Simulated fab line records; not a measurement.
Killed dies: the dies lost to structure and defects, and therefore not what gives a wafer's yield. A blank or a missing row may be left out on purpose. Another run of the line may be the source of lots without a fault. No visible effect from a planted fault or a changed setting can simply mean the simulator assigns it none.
Split-lot experiment | flow n5 finfet | 7 lots, 39 wafers read, on a route of 1938 steps

ON THE SPLIT
At N5_ZERO_LAYER_DEVELOP_10 (develop time 60 s), the setting develop time s was moved away from the recipe's 60 s on 18 of the 39 wafers read, by -24.9% to +59.6%. This setting was run at the recipe's value on the other wafers.

THE PATH FROM SPLIT TO READING: the file shows 1 step between them
- N5_ZERO_LAYER_HARDBAKE_23: time 120 s

THE READING
cd nm (nm) at N5_ZERO_LAYER_CD_MEAS_11, where the cd target is 2000 nm. Typical for fault-free wafers on this fab line: 1999.3 nm, with standard deviation 2.6 nm.

wafer  | tool, chamber at the split | develop time s as run, s | against the recipe | cd nm, nm | against lot-mates on the recipe
L074.1 | litho track-04, 0          | 60                       | recipe             | 1997.4    | -
L074.2 | litho track-04, 0          | 60                       | recipe             | 1996.9    | -
L074.3 | litho track-04, 0          | 93.06                    | +55.1%             | 2006.7    | +8.3
L074.4 | litho track-04, 0          | 60                       | recipe             | 2001.0    | -
L074.5 | litho track-04, 0          | 93.06                    | +55.1%             | 2004.8    | +6.4
L074.6 | litho track-04, 0          | 93.06                    | +55.1%             | 2011.0    | +12.6
L075.1 | litho track-03, 0          | 45.57                    | -24.1%             | 1994.8    | -4.3
L075.2 | litho track-03, 0          | 60                       | recipe             | 1997.4    | -
L075.3 | litho track-03, 0          | 60                       | recipe             | 1999.6    | -
L075.4 | litho track-03, 0          | 45.57                    | -24.1%             | 1993.0    | -6.1
L075.5 | litho track-03, 0          | 45.57                    | -24.1%             | 1991.3    | -7.8
L075.6 | litho track-03, 0          | 60                       | recipe             | 2000.4    | -
L080.1 | litho track-03, 0          | 60                       | recipe             | 2000.7    | -
L080.2 | litho track-03, 0          | 74.21                    | +23.7%             | 2003.1    | +2.7
L080.3 | litho track-03, 0          | 74.21                    | +23.7%             | 2006.1    | +5.7
L080.4 | litho track-03, 0          | 60                       | recipe             | 2001.1    | -
L080.5 | litho track-03, 0          | 60                       | recipe             | 1999.3    | -
L080.6 | litho track-03, 0          | 74.21                    | +23.7%             | 2006.2    | +5.8
L085.1 | litho track-04, 0          | 45.03                    | -24.9%             | 1993.7    | -5.5
L085.2 | litho track-04, 0          | 45.03                    | -24.9%             | 1991.3    | -7.9
L085.3 | litho track-04, 0          | 60                       | recipe             | 2001.7    | -
L085.4 | litho track-04, 0          | 45.03                    | -24.9%             | 1993.6    | -5.6
L085.5 | litho track-04, 0          | 60                       | recipe             | 1995.5    | -
L085.6 | litho track-04, 0          | 60                       | recipe             | 2000.4    | -
L089.1 | litho track-03, 0          | 95.74                    | +59.6%             | 2012.2    | +12.7
L089.2 | litho track-03, 0          | 60                       | recipe             | 2000.1    | -
L089.3 | litho track-03, 0          | 95.74                    | +59.6%             | 2007.9    | +8.4
L089.4 | litho track-03, 0          | 95.74                    | +59.6%             | 2010.8    | +11.3
L089.5 | litho track-03, 0          | 60                       | recipe             | 2001.0    | -
L089.6 | litho track-03, 0          | 60                       | recipe             | 1997.3    | -
L090.1 | litho track-05, 0          | 83.27                    | +38.8%             | 2002.7    | +3.8
L090.2 | litho track-05, 0          | 60                       | recipe             | 1998.6    | -
L090.3 | litho track-05, 0          | 83.27                    | +38.8%             | 2006.1    | +7.2
L090.4 | litho track-05, 0          | 60                       | recipe             | 1997.0    | -
L090.5 | litho track-05, 0          | 83.27                    | +38.8%             | 2003.4    | +4.5
L090.6 | litho track-05, 0          | 60                       | recipe             | 2001.0    | -
L093.2 | litho track-05, 0          | 60                       | recipe             | 1996.7    | -
L093.3 | litho track-05, 0          | 60                       | recipe             | 2002.9    | -
L093.6 | litho track-05, 0          | 60                       | recipe             | 1998.7    | -

FIT RESULTS
A straight line over all 39 wafers: cd nm changes by +0.183 nm for each +1% of develop time s; r = +0.91; the points scatter about the line by 2.2 nm.
The same after taking each lot's own level away (the mean of its wafers on the recipe; 39 wafers): +0.185 nm for each +1%; r = +0.92; scatter 2 nm.
According to that fit, moving develop time s by its largest amount changes the reading by 11 nm.
Across the lots, their own levels run from 1998.43 to 2000.37 nm, a range of 0.7 times the standard deviation given above.
So the lot-to-lot level changes the slope little: the two slopes agree.
Check: +10.3 nm against its lot-mates is what the line predicts for one of the wafers moved furthest among these (+59.6%) when that wafer is left out of the fit. Against them it came out at +12.7 nm.

FILE'S OWN FIT
cd nm changes by +0.179 nm for each +1% of develop time s, r = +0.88.
